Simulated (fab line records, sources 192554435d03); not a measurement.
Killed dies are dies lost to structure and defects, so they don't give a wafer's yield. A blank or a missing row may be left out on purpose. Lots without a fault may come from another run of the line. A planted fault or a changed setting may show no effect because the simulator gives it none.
Chamber matching | flow n5_finfet | N5_STI_FIN_REVEAL_ETCH_34 on rie_si-01: 4 sister chambers
The step etches Si in H2, material Si, target depth 0.97 nm. 22 wafers are shown with their chamber, then 11 later ones without.

WAFERS WITH THEIR CHAMBER
wafer  | chamber | throttle_valve_pct (%) | drypump_motor_current_A (A) | oes_product_au (a.u.)
L074.1 | 2       | 25.66                  | 5.92                        | 1.014
L074.5 | 2       | 25.68                  | 5.92                        | 1.020
L074.6 | 1       | 26.11                  | 5.76                        | 0.991
L075.2 | 2       | 25.65                  | 5.90                        | 1.021
L075.4 | 1       | 26.10                  | 5.65                        | 0.992
L075.6 | 0       | 25.95                  | 5.62                        | 1.019
L076.1 | 3       | 25.91                  | 5.60                        | 1.000
L076.3 | 1       | 26.11                  | 5.77                        | 0.985
L076.6 | 0       | 25.96                  | 5.61                        | 1.009
L078.3 | 1       | 26.12                  | 5.73                        | 0.991
L078.4 | 1       | 26.12                  | 5.72                        | 0.996
L078.5 | 2       | 25.68                  | 5.92                        | 1.028
L081.2 | 3       | 25.92                  | 5.64                        | 0.991
L081.3 | 0       | 25.98                  | 5.61                        | 1.015
L081.5 | 2       | 25.67                  | 5.91                        | 1.023
L082.1 | 0       | 25.96                  | 5.63                        | 1.022
L082.2 | 2       | 25.68                  | 5.92                        | 1.013
L082.4 | 3       | 25.92                  | 5.58                        | 1.003
L083.1 | 2       | 25.66                  | 5.91                        | 1.014
L083.2 | 3       | 25.91                  | 5.62                        | 0.994
L083.4 | 3       | 25.91                  | 5.61                        | 1.004
L084.1 | 1       | 26.10                  | 5.74                        | 0.982

SIGNATURES (means of the wafers above)
reading                 | chamber 0 | chamber 1 | chamber 2 | chamber 3 | scatter within a chamber
throttle_valve_pct      | 25.9625   | 26.1100   | 25.6686   | 25.9140   | 0.0102
drypump_motor_current_A | 5.6175    | 5.7283    | 5.9143    | 5.6100    | 0.0255
oes_product_au          | 1.01625   | 0.98950   | 1.01900   | 0.99840   | 0.00548
Rule: a wafer's distance from a chamber is the root of the sum, over the readings, of the square of ((its reading less the chamber's mean) divided by the reading's scatter). The wafer belongs to the nearest chamber; if the next one is less than 2 further off, it can't be placed. The scatter: the root of (the sum of the squares of (reading less its chamber's mean) over the shown wafers, divided by (wafers less chambers)).

WAFERS WITHOUT THEIR CHAMBER
wafer  | throttle_valve_pct (%) | drypump_motor_current_A (A) | oes_product_au (a.u.)
L084.2 | 25.97                  | 5.64                        | 1.015
L084.6 | 26.11                  | 5.75                        | 0.989
L089.2 | 25.68                  | 5.93                        | 1.024
L089.3 | 25.92                  | 5.59                        | 1.004
L089.4 | 26.12                  | 5.75                        | 0.997
L090.1 | 26.12                  | 5.70                        | 1.007
L090.4 | 25.92                  | 5.60                        | 1.003
L090.5 | 25.69                  | 5.92                        | 1.022
L094.1 | 25.91                  | 5.60                        | 1.011
L094.2 | 25.98                  | 5.63                        | 1.026
L094.5 | 26.12                  | 5.69                        | 0.991

WHICH CHAMBER EACH WENT THROUGH
wafer  | from the rows above | in truth
L084.2 | 0                   | 0
L084.6 | 1                   | 1
L089.2 | 2                   | 2
L089.3 | 3                   | 3
L089.4 | 1                   | 1
L090.1 | 1                   | 1
L090.4 | 3                   | 3
L090.5 | 2                   | 2
L094.1 | 3                   | 3
L094.2 | 0                   | 0
L094.5 | 1                   | 1
Placed correctly: 11 of 11. Can't be placed from these rows: 0. Placed wrongly: 0.
